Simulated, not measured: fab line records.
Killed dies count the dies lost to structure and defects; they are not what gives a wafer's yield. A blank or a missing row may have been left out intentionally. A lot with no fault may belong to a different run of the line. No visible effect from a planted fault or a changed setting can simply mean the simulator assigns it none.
The tool behind it: which one? | flow n5_finfet | 33 wafers from 11 lots sampled at 3 of the route's 1938 steps

## WHAT THE GAUGES READ, wafer by wafer
N5_MIM_BOT_LITHO_CD_MEAS_08 targets a cd of 3000 nm. Usual: cd_nm reads 3000.6 nm (standard deviation 1.4).
lot  | measured     | on        | cd_nm (nm)           | flag
L521 | day 11 23:52 | cd_sem-01 | 3001.4 3000.6 3001.2 |
L522 | day 12 03:08 | cd_sem-02 | 3001.1 3001.0 3003.1 |
L523 | day 12 07:19 | cd_sem-01 | 2999.2 3001.5 3000.7 |
L524 | day 13 01:19 | cd_sem-02 | 2998.1 3000.2 2998.6 |
L525 | day 13 01:35 | cd_sem-03 | 2998.2 2995.9 2997.1 |
L526 | day 13 13:11 | cd_sem-03 | 3001.3 3002.8 3002.0 |
L528 | day 13 15:04 | cd_sem-03 | 2999.7 3001.6 2999.6 |
L529 | day 14 05:20 | cd_sem-01 | 3001.7 3001.3 3001.3 |
L538 | day 16 10:19 | cd_sem-03 | 2999.9 3000.0 3000.2 |
L542 | day 18 01:34 | cd_sem-01 | 3002.2 3000.6 3002.4 |
L541 | day 18 05:37 | cd_sem-02 | 2999.7 3000.4 3001.6 |

## TOOL THAT RAN EACH LOT (tool first, then ch and the chambers of the sampled wafers, then the start)
lot  | N5_BEOL_M15_ETCH_61                | N5_MIM_TOP_ALD_01
L521 | rie_diel-05 ch 0,1,3, day 11 15:28 | ald_hk-02 ch 1,2,3, day 11 23:52 or earlier
L522 | rie_diel-01 ch 0,2,3, day 11 17:56 | ald_hk-02 ch 0,1, day 12 03:08 or earlier
L523 | rie_diel-01 ch 0,1,3, day 11 23:10 | ald_hk-02 ch 1,2,3, day 12 07:19 or earlier
L524 | rie_diel-01 ch 1,2, day 12 16:02   | ald_hk-02 ch 0,2,3, day 13 01:19 or earlier
L525 | rie_diel-01 ch 0,1, day 12 18:20   | ald_hk-03 ch 2,3, day 13 01:35 or earlier
L526 | rie_diel-01 ch 0,1,3, day 13 04:07 | ald_hk-02 ch 0,1,3, day 13 13:11 or earlier
L528 | rie_diel-05 ch 0,1,2, day 13 04:28 | ald_hk-03 ch 1,3, day 13 15:04 or earlier
L529 | rie_diel-05 ch 2,3, day 13 21:49   | ald_hk-03 ch 0,3, day 14 05:20 or earlier
L538 | rie_diel-05 ch 0,1,3, day 16 01:19 | ald_hk-02 ch 1,2,3, day 16 10:19 or earlier
L542 | rie_diel-02 ch 0,2, day 17 15:16   | ald_hk-02 ch 0,2,3, day 18 01:34 or earlier
L541 | rie_diel-02 ch 1,2, day 17 19:27   | ald_hk-01 ch 1,2, day 18 05:37 or earlier
- N5_BEOL_M15_ETCH_61: etches BARC in N2/H2, target depth 89 nm, overetch 26.7 nm, time 67.9 s.
- N5_MIM_TOP_ALD_01: deposits HfO2, target thk 5.6 nm, pulse time 1 s, purge time 3 s.

## WHAT THE TOOLS THEMSELVES READ (means of the sampled wafers that have a number; where no wafer has one, the mark that the record gives instead)
N5_BEOL_M15_ETCH_61. Usual: chamber_pressure_mTorr 29.999 mTorr, standard deviation 0.029; drypump_motor_current_A 5.9 A, standard deviation 0.32; oes_product_au 0.69 a.u., standard deviation 0.073; rf_vpp_V 524.1 V, standard deviation 1.7; showerhead_plenum_p_Torr 2.55 Torr, standard deviation 0.048; throttle_valve_pct 17.84 %, standard deviation 0.3.
lot  | tool        | chamber_pressure_mTorr (mTorr) | drypump_motor_current_A (A) | oes_product_au (a.u.) | rf_vpp_V (V) | showerhead_plenum_p_Torr (Torr) | throttle_valve_pct (%) | flag
L521 | rie_diel-05 | 29.973                         | 6.0                         | 0.68                  | 525.4        | 2.59                            | 17.82                  |
L522 | rie_diel-01 | 30.016                         | 5.9                         | 0.68                  | 524.9        | 2.55                            | 17.94                  |
L523 | rie_diel-01 | 30.000                         | 6.0                         | 0.76                  | 522.1        | 2.51                            | 17.69                  |
L524 | rie_diel-01 | 29.981                         | 5.6                         | 0.65                  | 525.0        | 2.57                            | 18.02                  |
L525 | rie_diel-01 | 30.040                         | 6.2                         | 0.79                  | 524.3        | 2.56                            | 17.42                  |
L526 | rie_diel-01 | 30.008                         | 6.0                         | 0.74                  | 522.8        | 2.51                            | 17.70                  |
L528 | rie_diel-05 | 29.973                         | 5.8                         | 0.70                  | 524.9        | 2.57                            | 17.77                  |
L529 | rie_diel-05 | 30.028                         | 5.7                         | 0.72                  | 525.2        | 2.58                            | 17.76                  |
L538 | rie_diel-05 | 29.984                         | 6.0                         | 0.72                  | 525.4        | 2.58                            | 17.72                  |
L542 | rie_diel-02 | 30.012                         | 5.7                         | 0.66                  | 523.5        | 2.56                            | 17.94                  |
L541 | rie_diel-02 | 30.005                         | 6.4                         | 0.62                  | 522.7        | 2.52                            | 18.20                  |

N5_MIM_TOP_ALD_01. Usual: precursor_pulse_height_rel reads 1.000 (standard deviation 0.022).
lot  | tool      | precursor_pulse_height_rel | flag
L521 | ald_hk-02 | 0.980                      |
L522 | ald_hk-02 | 0.999                      |
L523 | ald_hk-02 | 1.015                      |
L524 | ald_hk-02 | 1.007                      |
L525 | ald_hk-03 | 1.002                      |
L526 | ald_hk-02 | 0.989                      |
L528 | ald_hk-03 | 1.005                      |
L529 | ald_hk-03 | 0.989                      |
L538 | ald_hk-02 | 1.013                      |
L542 | ald_hk-02 | 0.991                      |
L541 | ald_hk-01 | 0.996                      |

## THE ANSWER, worked out from the rows above alone
Rule: a lot counts as off when the mean over its wafers that have a number is more than 3 standard deviations away from the usual mean. Also off: a lot with no number at a reading for which 4 or more lots have one. Where the step has rows for the other lots, those lots are counted as sound. The gauges are gone through in route order, then the tools' own readings, and for those a lot's mean is taken as printed above. At the first step where some lot is off, the reading lying furthest off is the one used; lots without a number count as furthest.
No lot is off at any reading shown: from this, nothing can be told.

## WHAT HAD BEEN PUT IN BY THE SIMULATOR
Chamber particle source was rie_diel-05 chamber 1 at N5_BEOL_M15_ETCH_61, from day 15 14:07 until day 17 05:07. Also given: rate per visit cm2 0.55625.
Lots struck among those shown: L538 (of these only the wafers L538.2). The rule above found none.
